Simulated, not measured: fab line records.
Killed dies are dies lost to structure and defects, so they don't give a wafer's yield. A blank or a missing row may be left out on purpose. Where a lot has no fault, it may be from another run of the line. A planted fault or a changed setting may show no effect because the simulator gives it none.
A struck lot beside a sound one	flow n5 finfet	39 out of 1938 route steps
Sound: wafers L841.1, L841.5, L841.6. The struck wafers were L844.1, L844.2, L844.4. The cause comes at the end.
For every step that has rows: the tool of each side, followed by ch and its chambers, followed by its first start. Under that, the readings that differ: sound wafers	struck wafers	difference of the means	sigmas: that difference in standard deviations of wafers without a fault.
alike: same words and numbers on both sides, and readings whose means sit less than 2 such deviations apart. not compared: any withheld reading, any reading some wafer has no value for, any bound like >300 that may hide the same value, and any number with overlapping values for which the record gives no deviation.
A row with sigmas, a row that says differs or no value, or rows on one side alone: a step with any of these is where the two part. When numbers do not overlap yet have no deviation, they are printed without sigmas and do not part them. Lack of a reading on every wafer of one side parts them only where that side has two or more wafers.

first, 11 steps without rows for these wafers: N5_MOL_CONTACT_COAG_DESCUM_13 (chemistry O2, time 7 s); N5_MOL_CONTACT_COAG_ETCH_59 (etches underlayer in N2/H2, target depth 13 nm, time 10.4 s); N5_MOL_CONTACT_COAG_ETCH_105 (etches SiARC in CF4, target depth 15.6 nm, time 26 s); N5_MOL_CONTACT_COAG_ETCH_106 (etches SOC in N2/H2, target depth 80 nm, overetch 16 nm, time 120 s); N5_MOL_CONTACT_COAG_STRIP_107 (strips in N2/H2); N5_MOL_CONTACT_COAG_STRIP_108 (strips in N2/H2); N5_MOL_CONTACT_COAG_CONTACT_ETCH_14 (etches SiO2 in C4F6/O2, target depth 27.5 nm, overetch 8.5 nm, time 20 s); N5_MOL_CONTACT_COAG_STRIP_109 (strips in C4F6/O2); N5_MOL_CONTACT_COAG_ETCH_15 (etches SiNx in CH3F/O2, stops on Si:P, target depth 7 nm); N5_MOL_CONTACT_COAG_ETCH_110 (etches Si in CF4/O2, target depth 2.5 nm, time 8 s); N5_MOL_CONTACT_COAG_STRIP_98 (strips in N2/H2).
N5_MOL_CONTACT_COAG_IMPLANT_129:
  sound on implanter-01 ch 0, day 4 16:22; struck on implanter-01 ch 0, day 5 11:20
reading	sound	struck	difference	sigmas
beam on s (s)	41 40 40	10 10 10	-30	-6
dose ions cm2	6.001e+14 5.996e+14 6e+14	6.06e+13 6.07e+13 5.97e+13	-5.40e+14	-99 or more
faraday current uA	1869 1873 1900	758 737 766	-1127	-4
  alike: end station pressure torr
then, 26 steps without rows for these wafers: N5_MOL_CONTACT_COAG_PRECLEAN_111 (cleans in NF3:NH3, afs cycles 1, time 20 s, sublimation time 60 s); N5_MOL_CONTACT_COAG_TI_SIL_19 (material Ti, target thk 4.2 nm, time 15 s); N5_MOL_CONTACT_COAG_ALD_20 (deposits TiN, target thk 1.5 nm, pulse time 1 s, purge time 3 s); N5_MOL_CONTACT_COAG_SIL_ANNEAL_21 (time 60 s); N5_MOL_CONTACT_COAG_PRE_CLEAN_141 (time 60 s); N5_MOL_CONTACT_COAG_SPUTTER_143 (material Co, target thk 2.5 nm); N5_MOL_CONTACT_COAG_CO_FILL_22 (material Co, precursor CCTBA/H2, target thk 20 nm); N5_MOL_CONTACT_COAG_ANNEAL_113 (time 300 s); N5_MOL_CONTACT_COAG_PRE_CLEAN_142 (time 60 s); N5_MOL_CONTACT_COAG_SPUTTER_130 (material Co, target thk 47.5 nm); N5_MOL_CONTACT_COAG_PRECLEAN_125 (cleans in DIW, time 57.5 s); N5_MOL_CONTACT_COAG_SRD_126 (dry time 32 s); N5_MOL_CONTACT_COAG_CMP_23 (polishes, stops on SiO2, t overpolish 1.5 s, target thk 0 nm); N5_MOL_CONTACT_COAG_WET_ETCH_26 (target Co, target depth 13 nm); N5_MOL_CONTACT_COAG_WET_ETCH_116 (etches the open film in SC1-inhibited, target depth 4.6 nm, rinse time 30 s); N5_MOL_CONTACT_COAG_ALD_27 (deposits SiOC, target thk 17 nm, pulse time 1.5 s, time 2720 s); N5_MOL_CONTACT_COAG_CMP_28 (polishes, stops on SiNx, t overpolish 0.85 s, target thk 14.522 nm); N5_MOL_CONTACT_COAG_ALD_123 (deposits SiNx, target thk 5 nm, pulse time 1 s, purge time 2 s); N5_MOL_CONTACT_COAG_PECVD_31 (deposits SiO2 from TEOS/O2, target thk 46 nm, time 8.9 s); N5_MOL_CONTACT_COAG_COAT_75 (time 60 s, resist thk 60 nm); N5_MOL_CONTACT_COAG_COAT_76 (time 60 s, resist thk 10 nm); N5_MOL_CONTACT_COAG_COAT_77 (time 60 s, resist thk 10 nm); N5_MOL_CONTACT_COAG_COAT_78 (resist thk 40 nm); N5_MOL_CONTACT_COAG_EBR_80; N5_MOL_CONTACT_COAG_SOFTBAKE_79 (time 60 s); N5_MOL_CONTACT_COAG_EXPOSE_81 (exposes mask VG, defocus 0 nm).
-- here the record skips 4 days between the struck wafers' starts before and after, leaving off in module MOL_CONTACT_COAG and picking up in module BEOL_M4 (first step shown: number 1111 of the route) --
N5_BEOL_M4_RC_MEAS_101:
  sound on prober-02 ch 0, day 7 23:03; struck on prober-02 ch 0, day 9 01:22
reading	sound	struck	difference	sigmas
ION_N (uA/um)	679 680 677	649 656 656	-25	-3
ION_P (uA/um)	470 463 468	450 458 453	-13	-2
RC_DENSE_N (ohm.um)	18.8 18.7 19.0	35.7 35.7 35.8	+16.9	+48
RC_DENSE_P (ohm.um)	23.2 23.3 23.8	44.6 44.2 44.2	+20.9	+46
RC_N (ohm.um)	15.09 15.36 15.71	29.23 28.71 29.18	+13.65	+49
RC_P (ohm.um)	18.8 18.9 19.4	36.4 36.2 36.3	+17.3	+49
REXT_N (ohm.um)	72.9 73.4 73.2	89.1 88.5 88.0	+15.4	+9
REXT_P (ohm.um)	99.4 100.8 100.1	113.4 112.8 111.7	+12.5	+6
  alike: DIBL_N, DIBL_P, IOFF_N, IOFF_P, SS_N, SS_P, VT_N, VT_P

== WHERE THEY PART ==
First at N5_MOL_CONTACT_COAG_IMPLANT_129; last, within this record, at N5_BEOL_M4_RC_MEAS_101.

WHY: what had been put in by the simulator
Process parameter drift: implanter-01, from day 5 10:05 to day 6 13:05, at N5_MOL_CONTACT_COAG_IMPLANT_129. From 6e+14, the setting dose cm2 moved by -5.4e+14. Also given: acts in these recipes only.
